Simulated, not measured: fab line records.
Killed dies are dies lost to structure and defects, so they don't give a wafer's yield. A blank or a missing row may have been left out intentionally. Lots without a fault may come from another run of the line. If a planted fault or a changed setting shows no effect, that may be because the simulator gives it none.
Which of the tools did it?	flow nandHarc	36 wafers sampled from 12 lots at 1 step of a route of 1302

## WHAT EACH GAUGE READ, for each wafer
NHARC_P_M1_INSPECT_27.
lot	measured	on	rawDefectCount
L074	day 6 11:55	defectInspect-02	179 315 191
L077	day 7 13:20	defectInspect-02	357 426 332
L079	day 8 09:56	defectInspect-02	403 494 244
L081	day 9 07:30	defectInspect-01	259 256 271
L083	day 10 06:50	defectInspect-02	238 502 432
L085	day 11 01:50	defectInspect-02	436 171 173
L087	day 12 11:37	defectInspect-01	359 186 301
L088	day 12 14:35	defectInspect-01	358 180 345
L091	day 13 05:52	defectInspect-01	415 522 233
L093	day 14 04:17	defectInspect-01	193 216 202
L095	day 15 00:13	defectInspect-02	299 194 227
L097	day 15 17:16	defectInspect-02	252 376 216

## TOOL THAT RAN EACH LOT (tool first, then ch and the chambers of the sampled wafers, then the start)
There is no process step in the record ahead of these readings.

## THE ANSWER, worked out from the rows above alone
Rule: the usual values come from the lots themselves. Put in order of their means at a reading, lots are off if they are a third of the lots or fewer, leave a main group of 4 or more, and stand apart from it by a gap of 3 or more times the standard deviation of the main group's means; of several such gaps the widest counts. The tables above print the reading to a certain number of digits; a main group whose means all agree to those digits is not used. A lot without any number at a reading at which 4 lots or more have one is off too. Where the step has rows for the other lots, those lots are counted as sound.
None of the lots is off at any reading shown; this tells nothing.

## WHAT THE SIMULATOR HAD INSERTED
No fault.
